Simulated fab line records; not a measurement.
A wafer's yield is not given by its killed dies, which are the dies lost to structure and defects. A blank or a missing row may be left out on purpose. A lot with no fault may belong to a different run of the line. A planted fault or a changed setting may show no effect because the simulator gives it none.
Chamber matching :: flow nand_harc :: NHARC_A_BLC_STRIP_29 on rie_diel-03: 4 sister chambers
The step strips in CF4. 4 wafers are shown with their chamber, then 10 later ones without.

## EACH WAFER AND ITS CHAMBER
wafer: L082.5
chamber: 3
showerhead_plenum_p_Torr (Torr): 1.78

wafer: L082.6
chamber: 0
showerhead_plenum_p_Torr (Torr): 1.79

wafer: L085.1
chamber: 2
showerhead_plenum_p_Torr (Torr): 1.72

wafer: L085.2
chamber: 1
showerhead_plenum_p_Torr (Torr): 1.89

## WAFERS WITHOUT THEIR CHAMBER
wafer: L085.6
showerhead_plenum_p_Torr (Torr): 1.78

wafer: L088.1
showerhead_plenum_p_Torr (Torr): 1.79

wafer: L088.2
showerhead_plenum_p_Torr (Torr): 1.72

wafer: L088.4
showerhead_plenum_p_Torr (Torr): 1.89

wafer: L086.1
showerhead_plenum_p_Torr (Torr): 1.88

wafer: L086.3
showerhead_plenum_p_Torr (Torr): 1.78

wafer: L086.6
showerhead_plenum_p_Torr (Torr): 1.72

wafer: L095.2
showerhead_plenum_p_Torr (Torr): 1.72

wafer: L095.4
showerhead_plenum_p_Torr (Torr): 1.88

wafer: L095.5
showerhead_plenum_p_Torr (Torr): 1.77

## CHAMBER TAKEN BY EACH
wafer: L085.6
from the rows above: can't be placed: 3 or 0
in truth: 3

wafer: L088.1
from the rows above: can't be placed: 0 or 3
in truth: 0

wafer: L088.2
from the rows above: 2
in truth: 2

wafer: L088.4
from the rows above: 1
in truth: 1

wafer: L086.1
from the rows above: 1
in truth: 1

wafer: L086.3
from the rows above: can't be placed: 3 or 0
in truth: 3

wafer: L086.6
from the rows above: 2
in truth: 2

wafer: L095.2
from the rows above: 2
in truth: 2

wafer: L095.4
from the rows above: 1
in truth: 1

wafer: L095.5
from the rows above: can't be placed: 3 or 0
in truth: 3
Placed correctly: 6 of 10. Cannot be placed on the basis of these rows: 4; the candidates contain the true chamber in 4. Wrongly placed: 0.
How it was worked out, from the rows above alone: a wafer's distance from a chamber is the root of the sum, over the readings, of the square of ((its reading less the chamber's mean) divided by the reading's scatter). If the next closest chamber is less than 2 further off than the closest, the wafer can't be placed; otherwise it belongs to the closest. The mean given for a chamber averages the wafers shown for that chamber. The scatter: with one shown wafer a chamber, the root of the mean of the squares of how far each hidden wafer lies from its nearest shown one.
